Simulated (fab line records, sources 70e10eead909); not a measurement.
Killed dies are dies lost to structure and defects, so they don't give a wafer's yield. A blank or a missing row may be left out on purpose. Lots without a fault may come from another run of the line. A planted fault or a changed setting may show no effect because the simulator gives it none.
fab line records | flow nand_harc
record lots=24 wafers=72 last_day=33
route steps=1302 shown A_M0@1166 A_M1@1180 A_BONDPAD@1218 THIN_TSV@1267
lots that met no fault: from a run of the same line without faults
start_h: hours from the record's first day to the start of the lot's first wafer shown | wait_h: hours since the lot's step before | " the same as in the row above | L1.1+2: a row that stands for several wafers | - no value, or no start given | * or withheld: withheld | < > ~ a bound
route shown NAME@n: a module of which the file shows steps, and the number in the route of the first | usual: mean/standard deviation of fault-free wafers | same: alike in all rows | chamber/n: place in a boat | sites: the reading at each site | _std_site: their standard deviation | _edge_site: outer sites' mean less inner sites' | radius_mm: how far each site lies from the wafer's centre | mask NAME#n: copy n | behind: the tool/chamber that last shaped the wafer | hold: why the lot was held/for how many hours/how that ended | device: the transistor (n, p or np) that didn't switch | end of line: the same wafers' tests at the end of the route | a step without rows: its recipe alone | killed: dies lost to structure and defects at the first sort, not the wafer's yield | map: a wafer's dies, x killed, . not, _ none there
set.NAME: the setting as run; set.NAME@STEP: as run at that earlier step | model.NAME: the simulator's own value behind a step, which no gauge read
steps of the route over a sample of lots; a table a step, a row a wafer
services: from which hour (start_h, from the record's first day; less than 0 if before it) a tool's chamber was out of use, for how many hours, and why
## steps
# step NHARC_A_M0_INSPECT_27
# usual raw_defect_count=518/130
# columns lot.wafer tool chamber start_h wait_h raw_defect_count
L074.2 defect_inspect-02 - 533.49 0.0 421
L074.3 " - " " 612
L074.6 " - " " 455
L075.2 defect_inspect-01 - 534.23 0.0 594
L075.4 " - " " 634
L075.5 " - " " 441
L076.2 defect_inspect-01 - 547.52 0.0 773
L076.5 " - " " 546
L076.6 " - " " 490
L077.3 defect_inspect-01 - 549.69 0.0 492
L077.4 " - " " 447
L077.5 " - " " 480
L078.1 defect_inspect-02 - 552.79 0.0 470
L078.2 " - " " 374
L078.4 " - " " 434
L079.2 defect_inspect-01 - 559.54 0.0 817
L079.3 " - " " 536
L079.5 " - " " 477
L081.1 defect_inspect-01 - 590.17 0.0 498
L081.3 " - " " 671
L081.5 " - " " 689
L080.3 defect_inspect-01 - 596.37 0.0 492
L080.5 " - " " 525
L080.6 " - " " 536
L083.2 defect_inspect-02 - 613.25 0.0 350
L083.5 " - " " 472
L083.6 " - " " 374
L082.4 defect_inspect-02 - 621.43 0.0 634
L082.5 " - " " 453
L082.6 " - " " 517
L085.3 defect_inspect-01 - 643.31 0.0 327
L085.4 " - " " 420
L085.5 " - " " 352
L086.2 defect_inspect-01 - 646.15 0.0 433
L086.5 " - " " 655
L086.6 " - " " 481
L084.4 defect_inspect-02 - 648.14 0.0 487
L084.5 " - " " 370
L084.6 " - " " 377
L087.2 defect_inspect-02 - 655.92 0.0 764
L087.3 " - " " 510
L087.4 " - " " 580
L088.2 defect_inspect-02 - 668.50 0.0 408
L088.4 " - " " 579
L088.5 " - " " 626
L089.3 defect_inspect-01 - 669.55 0.0 384
L089.5 " - " " 360
L089.6 " - " " 411
L091.2 defect_inspect-01 - 695.99 0.0 680
L091.3 " - " " 756
L091.4 " - " " 629
L092.1 defect_inspect-01 - 703.44 0.0 545
L092.2 " - " " 426
L092.5 " - " " 624
L090.1 defect_inspect-02 - 705.41 0.0 567
L090.2 " - " " 438
L090.3 " - " " 484
L093.2 defect_inspect-02 - 709.83 0.0 412
L093.3 " - " " 746
L093.4 " - " " 387
L095.1 defect_inspect-02 - 727.87 0.0 586
L095.2 " - " " 529
L095.4 " - " " 470
L094.2 defect_inspect-02 - 729.05 0.0 479
L094.4 " - " " 533
L094.5 " - " " 306
L096.1 defect_inspect-01 - 749.67 0.0 538
L096.3 " - " " 971
L096.6 " - " " 676
L097.1 defect_inspect-01 - 757.89 0.0 424
L097.2 " - " " 490
L097.5 " - " " 462
# step NHARC_A_M1_OVL_MEAS_10
# recipe pitch_nm=240
# usual overlay_x_nm=-0.1/0.88 overlay_y_nm=0.1/0.81
# columns lot.wafer tool chamber start_h wait_h overlay_x_nm overlay_y_nm
L074.2 overlay-02 - 534.95 - 0.8 -0.9
L074.3 " - " " 1.4 -1.5
L074.6 " - " " 0.4 -1.5
L075.2 overlay-01 - 535.85 - -0.4 -0.2
L075.4 " - " " 0.2 0.1
L075.5 " - " " 0.4 -0.1
L076.2 overlay-01 - 549.54 - 0.1 1.0
L076.5 " - " " -0.1 0.0
L076.6 " - " " 0.8 0.7
L077.3 overlay-01 - 552.23 - 0.4 -0.4
L077.4 " - " " 0.3 -0.2
L077.5 " - " " 0.4 0.0
L078.1 overlay-02 - 554.12 - 1.6 -0.5
L078.2 " - " " 0.3 -0.9
L078.4 " - " " 0.9 -0.2
L079.2 overlay-02 - 561.02 - 0.0 0.5
L079.3 " - " " 0.7 0.6
L079.5 " - " " 0.3 -0.1
L081.1 overlay-02 - 591.65 - 0.8 -0.1
L081.3 " - " " 0.7 -0.1
L081.5 " - " " 1.0 -0.2
L080.3 overlay-02 - 597.84 - 0.9 -0.4
L080.5 " - " " 0.9 0.4
L080.6 " - " " 1.4 0.4
L083.2 overlay-01 - 614.73 - -1.0 0.8
L083.5 " - " " -0.7 0.5
L083.6 " - " " -1.0 1.3
L082.4 overlay-02 - 622.91 - -0.5 -0.5
L082.5 " - " " 0.5 -0.5
L082.6 " - " " -0.1 0.0
L085.3 overlay-01 - 644.79 - -0.3 1.0
L085.4 " - " " -0.6 0.9
L085.5 " - " " -0.4 1.0
L086.2 overlay-02 - 647.49 - -0.3 -1.3
L086.5 " - " " -0.2 -1.4
L086.6 " - " " -0.4 -2.3
L084.4 overlay-02 - 649.49 - -2.6 0.6
L084.5 " - " " -2.4 0.9
L084.6 " - " " -2.3 0.8
L087.2 overlay-01 - 657.30 - -1.3 0.9
L087.3 " - " " -1.9 0.6
L087.4 " - " " -1.5 1.5
L088.2 overlay-02 - 670.00 - -0.7 0.7
L088.4 " - " " -0.6 1.0
L088.5 " - " " -0.6 0.5
L089.3 overlay-01 - 671.27 - -0.8 1.3
L089.5 " - " " -1.1 1.1
L089.6 " - " " -0.5 1.2
L091.2 overlay-02 - 697.35 - 0.4 0.6
L091.3 " - " " 0.6 0.7
L091.4 " - " " -0.6 0.6
L092.1 overlay-02 - 704.81 - 0.2 0.0
L092.2 " - " " 0.2 0.0
L092.5 " - " " 0.4 -0.6
L090.1 overlay-01 - 706.89 - 0.8 -1.1
L090.2 " - " " 0.4 -0.9
L090.3 " - " " 0.2 -1.7
L093.2 overlay-02 - 711.17 - 0.8 0.3
L093.3 " - " " 0.5 0.4
L093.4 " - " " 0.2 0.1
L095.1 overlay-01 - 729.35 - -1.5 -0.1
L095.2 " - " " -1.1 -0.6
L095.4 " - " " -1.4 0.3
L094.2 overlay-02 - 730.81 - 0.9 -0.1
L094.4 " - " " 0.4 -0.3
L094.5 " - " " 0.2 0.4
L096.1 overlay-02 - 751.18 - -1.5 1.1
L096.3 " - " " -0.5 1.0
L096.6 " - " " -0.7 1.7
L097.1 overlay-02 - 759.37 - 0.1 0.0
L097.2 " - " " -0.9 -0.6
L097.5 " - " " 0.0 -0.2
# step NHARC_A_M1_PRE_CLEAN_32
# recipe time_s=12 temp_c=370 rf_power_w=300 gas=NH3
# usual heater_power_w=639/93
# columns lot.wafer tool chamber start_h wait_h heater_power_w
L074.2 pecvd-04 1 537.83 0.2 590
L074.3 " 2 " " 554
L074.6 " 0 " " 520
L075.2 pecvd-03 0 538.60 0.1 864
L075.4 " 0 " " 854
L075.5 " 1 " " 730
L076.2 pecvd-02 1 552.28 0.1 607
L076.6 " 1 " " 625
L076.5 " 2 " " 597
L077.3 pecvd-02 2 555.44 0.1 719
L077.5 " 2 " " 708
L077.4 " 1 " " 637
L078.2 pecvd-04 1 556.86 0.1 512
L078.1 " 2 " " 563
L078.4 " 2 " " 561
L079.3 pecvd-03 2 563.76 0.1 715
L079.2 " 1 " " 754
L079.5 " 1 " " 770
L081.3 pecvd-03 1 594.50 0.1 774
L081.1 " 2 " " 679
L081.5 " 0 " " 818
L080.3 pecvd-04 2 600.60 0.1 562
L080.6 " 2 " " 578
L080.5 " 0 " " 521
L083.2 pecvd-04 2 617.63 0.1 586
L083.5 " 1 " " 537
L083.6 " 2 " " 589
L082.4 pecvd-04 2 625.77 0.1 549
L082.5 " 0 " " 493
L082.6 " 1 " " 600
L085.3 pecvd-02 0 647.69 0.1 608
L085.5 " 1 " " 596
L085.4 " 2 " " 671
L086.2 pecvd-02 0 650.34 0.2 669
L086.6 " 0 " " 686
L086.5 " 2 " " 700
L084.4 pecvd-02 1 652.26 0.1 575
L084.6 " 2 " " 623
L084.5 " 0 " " 613
L087.3 pecvd-04 1 660.04 0.1 609
L087.2 " 0 " " 533
L087.4 " 2 " " 545
L088.2 pecvd-03 1 672.76 0.1 742
L088.5 " 1 " " 738
L088.4 " 0 " " 860
L089.3 pecvd-03 2 674.01 0.1 707
L089.6 " 1 " " 710
L089.5 " 0 " " 833
L091.2 pecvd-04 0 700.19 0.1 496
L091.3 " 1 " " 575
L091.4 " 2 " " 579
L092.1 pecvd-04 1 707.58 0.1 525
L092.2 " 2 " " 559
L092.5 " 2 " " 569
L090.2 pecvd-03 1 709.82 0.1 744
L090.1 " 2 " " 664
L090.3 " 0 " " 818
L093.2 pecvd-04 2 713.96 0.1 500
L093.3 " 2 " " 507
L093.4 " 1 " " 583
L095.2 pecvd-02 1 732.24 0.2 599
L095.1 " 0 " " 680
L095.4 " 1 " " 612
L094.2 pecvd-02 0 733.54 0.1 626
L094.4 " 0 " " 639
L094.5 " 2 " " 699
L096.1 pecvd-02 1 753.95 0.1 588
L096.3 " 2 " " 719
L096.6 " 0 " " 679
L097.1 pecvd-02 1 762.12 0.1 551
L097.2 " 2 " " 735
L097.5 " 1 " " 553
# step NHARC_A_BONDPAD_DESCUM_11
# recipe time_s=3 o2_flow_sccm=200 ar_flow_sccm=0 bias_power_w=0 chemistry=O2
# usual drypump_motor_current_A=5.8/0.4 oes_product_au=1.001/0.0075 rf_vpp_V=57.7/0.82 showerhead_plenum_p_Torr=1.90/0.063 throttle_valve_pct=11.313/0.0088
# columns lot.wafer tool chamber start_h wait_h drypump_motor_current_A oes_product_au rf_hours_counter_h rf_vpp_V showerhead_plenum_p_Torr throttle_valve_pct
L074.2 rie_diel-07 3 539.77 - 6.5 0.996 2 57.5 1.81 11.317
L074.3 " 0 " " 5.9 1.000 1 57.8 2.00 11.311
L074.6 " 1 " " 5.7 0.995 - 59.3 1.90 11.307
L075.4 rie_diel-07 3 540.67 - 6.5 1.001 2 56.7 1.81 11.315
L075.2 " 2 " " 5.8 1.003 1 58.6 1.95 11.303
L075.5 " 3 " " 6.5 1.018 - 58.2 1.81 11.314
L076.2 rie_diel-07 3 554.34 - 6.5 0.996 2 57.9 1.81 11.310
L076.6 " 3 " " 6.5 0.998 - 57.4 1.81 11.323
L076.5 " 0 " " 5.9 1.003 - 57.9 2.00 11.307
L077.4 rie_diel-12 3 557.53 - 6.5 1.008 18 59.0 1.86 11.309
L077.3 " 0 " " 5.5 1.012 19 56.9 1.90 11.331
L077.5 " 3 " " 6.5 1.001 - 57.1 1.86 11.309
L078.2 rie_diel-06 1 558.93 - 5.8 1.004 23 57.4 1.95 11.308
L078.1 " 3 " " 5.9 1.011 19 58.9 1.82 11.320
L078.4 " 3 " " 5.9 1.002 - 57.5 1.82 11.309
L079.2 rie_diel-12 2 565.70 - 5.1 1.000 19 59.3 1.85 11.309
L079.3 " 0 " " 5.5 1.015 20 57.5 1.90 11.315
L079.5 " 2 " " 5.1 1.003 - 58.7 1.85 11.302
L081.3 rie_diel-07 1 596.58 - 5.7 1.000 3 57.4 1.90 11.290
L081.1 " 2 " " 5.7 1.007 2 55.8 1.95 11.320
L081.5 " 2 " " 5.7 0.994 - 56.9 1.95 11.303
L080.3 rie_diel-07 2 602.81 - 5.7 1.011 3 57.6 1.95 11.314
L080.6 " 0 " " 5.9 1.018 - 57.7 2.00 11.313
L080.5 " 1 " " 5.7 1.008 - 56.9 1.90 11.312
L083.2 rie_diel-07 0 619.73 - 5.9 1.002 3 58.1 2.00 11.315
L083.6 " 2 " " 5.7 1.007 - 57.5 1.95 11.326
L083.5 " 3 " " 6.5 0.999 - 58.2 1.81 11.303
L082.6 rie_diel-07 2 627.73 - 5.7 1.008 - 58.3 1.95 11.318
L082.5 " 0 " " 5.9 1.002 - 58.9 2.00 11.304
L082.4 " 1 " " 5.6 0.996 - 58.2 1.90 11.319
L085.3 rie_diel-12 3 649.76 - 6.5 0.997 3 56.8 1.86 11.300
L085.4 " 0 " " 5.5 1.000 3 56.6 1.89 11.318
L085.5 " 2 " " 5.1 1.007 - 55.8 1.85 11.318
L086.2 rie_diel-06 1 652.44 - 5.8 1.006 52 57.7 1.94 11.296
L086.5 " 2 " " 5.0 1.000 - 59.2 1.90 11.309
L086.6 " 3 " " 5.9 1.008 - 57.5 1.81 11.297
L084.4 rie_diel-12 0 654.31 - 5.5 1.003 3 57.1 1.89 11.323
L084.5 " 1 " " 5.8 0.997 - 57.8 1.90 11.308
L084.6 " 2 " " 5.1 0.999 - 56.5 1.85 11.308
L087.2 rie_diel-12 2 661.98 - 5.1 1.001 4 57.7 1.85 11.306
L087.4 " 3 " " 6.5 1.000 5 57.3 1.86 11.310
L087.3 " 1 " " 5.8 1.004 4 56.5 1.90 11.311
L088.2 rie_diel-06 3 674.96 - 5.9 1.001 1 58.2 1.81 11.339
L088.4 " 2 " " 5.0 1.011 1 58.1 1.90 11.316
L088.5 " 3 " " 5.9 1.001 - 57.6 1.81 11.319
L089.3 rie_diel-07 2 675.94 - 5.8 0.994 0 57.6 1.95 11.322
L089.6 " 2 " " 5.8 0.989 - 57.4 1.95 11.310
L089.5 " 3 " " 6.5 0.998 - 57.2 1.81 11.311
L091.4 rie_diel-07 1 702.24 - 5.7 0.996 0 56.6 1.90 11.320
L091.3 " 2 " " 5.7 0.996 0 59.0 1.95 11.313
L091.2 " 3 " " 6.5 0.999 1 57.3 1.81 11.316
L092.2 rie_diel-07 0 709.68 - 5.9 1.003 1 59.2 2.00 11.317
L092.1 " 1 " " 5.7 0.999 1 58.0 1.90 11.308
L092.5 " 2 " " 5.7 1.000 - 58.1 1.95 11.311
L090.2 rie_diel-06 2 712.20 - 5.0 1.002 15 57.1 1.90 11.309
L090.3 " 3 " " 5.9 1.003 16 56.8 1.80 11.319
L090.1 " 0 " " 5.8 0.998 15 58.3 1.85 11.301
L093.2 rie_diel-06 3 716.19 - 5.9 1.006 18 57.9 1.80 11.316
L093.3 " 2 " " 5.1 1.011 17 57.7 1.90 11.302
L093.4 " 0 " " 5.7 1.006 - 57.4 1.85 11.312
L095.2 rie_diel-07 2 734.32 - 5.7 0.995 2 58.2 1.95 11.321
L095.1 " 0 " " 5.9 0.988 2 58.2 2.00 11.321
L095.4 " 0 " " 5.9 0.996 - 57.8 2.00 11.323
L094.2 rie_diel-07 1 735.74 - 5.7 0.997 2 57.7 1.90 11.321
L094.5 " 1 " " 5.7 0.992 - 56.1 1.90 11.305
L094.4 " 2 " " 5.7 0.990 - 58.3 1.95 11.317
L096.3 rie_diel-07 2 756.03 - 5.8 0.994 2 57.9 1.95 11.323
L096.1 " 3 " " 6.5 1.004 2 56.5 1.81 11.324
L096.6 " 1 " " 5.7 1.001 - 57.1 1.90 11.312
L097.1 rie_diel-07 3 764.08 - 6.5 1.004 2 56.8 1.81 11.308
L097.2 " 0 " " 5.9 0.983 3 57.3 2.00 11.323
L097.5 " 2 " " 5.8 0.989 - 57.7 1.95 11.319
# step NHARC_THIN_TSV_DEP_47
# recipe target_thk_a=2000 temp_c=withheld pressure_torr=6.5 rf_w=900 teos_flow_sccm=161.4 flow_sccm=2650 target_thk_nm=200 gas=O2 material=SiO2
# usual throttle_valve_pct=15.7/0.51
# columns lot.wafer tool chamber start_h wait_h throttle_valve_pct
L075.2 pecvd-04 1 557.35 - 14.8
L075.5 " 0 " " 15.4
L075.4 " 1 " " 15.2
L074.2 pecvd-01 0 559.14 - 15.4
L074.3 " 1 " " 16.6
L074.6 " 2 " " 15.6
L076.2 pecvd-01 0 571.71 - 15.5
L076.5 " 0 " " 15.4
L076.6 " 2 " " 15.5
L077.3 pecvd-03 1 573.19 - 15.5
L077.5 " 1 " " 15.3
L077.4 " 2 " " 15.3
L078.1 pecvd-03 0 575.45 - 15.7
L078.2 " 2 " " 15.5
L078.4 " 1 " " 15.3
L079.2 pecvd-01 1 584.18 - 16.8
L079.3 " 2 " " 15.4
L079.5 " 1 " " 16.6
L081.1 pecvd-01 1 616.18 - 16.6
L081.3 " 1 " " 16.8
L081.5 " 0 " " 15.4
L080.3 pecvd-03 0 620.79 - 15.9
L080.6 " 2 " " 15.3
L080.5 " 0 " " 15.6
L083.2 pecvd-01 2 636.80 - 15.8
L083.6 " 1 " " 16.7
L083.5 " 0 " " 15.4
L082.4 pecvd-04 1 644.97 - 15.4
L082.6 " 2 " " 15.9
L082.5 " 0 " " 15.4
L085.3 pecvd-01 1 669.04 - 16.8
L085.4 " 2 " " 15.5
L085.5 " 0 " " 15.5
L086.2 pecvd-01 0 669.96 - 15.2
L086.6 " 0 " " 15.6
L086.5 " 2 " " 15.4
L084.4 pecvd-03 0 671.54 - 15.9
L084.5 " 1 " " 15.7
L084.6 " 2 " " 15.6
L087.2 pecvd-04 2 678.74 - 16.0
L087.3 " 0 " " 15.5
L087.4 " 2 " " 15.9
L088.2 pecvd-04 2 691.46 - 16.0
L088.4 " 1 " " 15.5
L088.5 " 0 " " 15.6
L089.3 pecvd-04 2 692.70 - 16.0
L089.5 " 1 " " 15.3
L089.6 " 0 " " 15.4
L091.2 pecvd-01 2 720.06 - 15.8
L091.3 " 0 " " 15.0
L091.4 " 0 " " 15.0
L090.2 pecvd-04 1 727.64 - 15.3
L090.1 " 2 " " 16.3
L090.3 " 1 " " 15.3
L092.2 pecvd-01 1 728.86 - 17.2
L092.1 " 0 " " 15.0
L092.5 " 2 " " 15.6
L093.2 pecvd-04 1 733.32 - 15.5
L093.3 " 1 " " 15.5
L093.4 " 2 " " 16.3
L095.2 pecvd-03 1 769.85 - 15.9
L095.1 " 2 " " 15.2
L095.4 " 1 " " 15.5
L094.2 pecvd-04 0 771.15 - 15.8
L094.4 " 2 " " 16.3
L094.5 " 0 " " 15.6
L096.1 pecvd-03 2 772.86 - 15.0
L096.3 " 0 " " 15.7
L096.6 " 1 " " 16.0
L097.2 pecvd-03 0 779.76 - 15.6
L097.1 " 1 " " 16.2
L097.5 " 1 " " 16.1
# step NHARC_THIN_TSV_PRE_CLEAN_50
# recipe time_s=30 temp_c=280 gas=H2/He
# usual heater_power_w=416/43
# columns lot.wafer tool chamber start_h wait_h heater_power_w
L075.2 pvd_sputter-02 - - - 392
L075.4 " - " " 391
L075.5 " - " " 415
L074.3 pvd_sputter-02 - - - 380
L074.2 " - " " 407
L074.6 " - " " 392
L076.2 pvd_sputter-03 - - - 391
L076.6 " - " " 357
L076.5 " - " " 480
L077.3 pvd_sputter-01 - - - 488
L077.4 " - " " 423
L077.5 " - " " 432
L078.1 pvd_sputter-03 - - - 467
L078.2 " - " " 373
L078.4 " - " " 477
L079.3 pvd_sputter-03 - - - 379
L079.2 " - " " 361
L079.5 " - " " 390
L081.3 pvd_sputter-03 - - - 363
L081.1 " - " " 480
L081.5 " - " " 390
L080.3 pvd_sputter-01 - - - 412
L080.6 " - " " 408
L080.5 " - " " 435
L083.2 pvd_sputter-03 - - - 360
L083.5 " - " " 388
L083.6 " - " " 365
L082.4 pvd_sputter-01 - - - 478
L082.5 " - " " 425
L082.6 " - " " 419
L085.3 pvd_sputter-02 - - - 355
L085.4 " - " " 423
L085.5 " - " " 372
L086.2 pvd_sputter-02 - - - 351
L086.5 " - " " 360
L086.6 " - " " 423
L084.4 pvd_sputter-01 - - - 482
L084.6 " - " " 413
L084.5 " - " " 410
L087.4 pvd_sputter-01 - - - 469
L087.3 " - " " 423
L087.2 " - " " 397
L088.4 pvd_sputter-02 - - - 358
L088.2 " - " " 430
L088.5 " - " " 351
L089.3 pvd_sputter-03 - - - 473
L089.5 " - " " 466
L089.6 " - " " 391
L091.4 pvd_sputter-01 - - - 437
L091.2 " - " " 474
L091.3 " - " " 430
L090.3 pvd_sputter-03 - - - 369
L090.2 " - " " 476
L090.1 " - " " 468
L092.1 pvd_sputter-03 - - - 368
L092.2 " - " " 475
L092.5 " - " " 369
L093.4 pvd_sputter-02 - - - 397
L093.2 " - " " 360
L093.3 " - " " 429
L095.4 pvd_sputter-02 - - - 348
L095.2 " - " " 403
L095.1 " - " " 372
L094.2 pvd_sputter-02 - - - 418
L094.4 " - " " 415
L094.5 " - " " 422
L096.1 pvd_sputter-03 - - - 397
L096.3 " - " " 469
L096.6 " - " " 508
L097.1 pvd_sputter-01 - - - 474
L097.2 " - " " 403
L097.5 " - " " 485
## services
# columns tool chamber start_h hours kind
pecvd-04 0 540.41 10.6 repair
pecvd-04 2 546.45 4.9 repair
pecvd-03 - 547.29 13.0 pm
pvd_sputter-03 - 557.91 10.0 pm
pecvd-02 - 590.85 13.0 pm
pecvd-01 1 626.79 8.7 repair
rie_diel-07 3 627.26 2.8 repair
pecvd-04 - 631.20 13.0 pm
pvd_sputter-02 - 632.49 0.8 repair
pvd_sputter-02 - 638.00 10.0 pm
rie_diel-07 0 646.57 4.4 repair
rie_diel-07 - 648.20 9.0 pm
pvd_sputter-03 - 663.78 3.1 repair
pecvd-02 0 666.99 23.4 repair
pvd_sputter-03 - 668.05 2.3 repair
pecvd-01 - 673.21 13.0 pm
pecvd-02 - 674.26 0.3 repair
pecvd-01 1 706.78 9.3 repair
pecvd-04 0 713.04 29.9 repair
rie_diel-07 3 723.52 17.9 repair
pecvd-01 - 725.28 1.0 repair
pecvd-03 - 728.29 13.0 pm
pvd_sputter-03 - 735.91 10.0 pm
pecvd-02 - 771.87 13.0 pm
## key
fault none
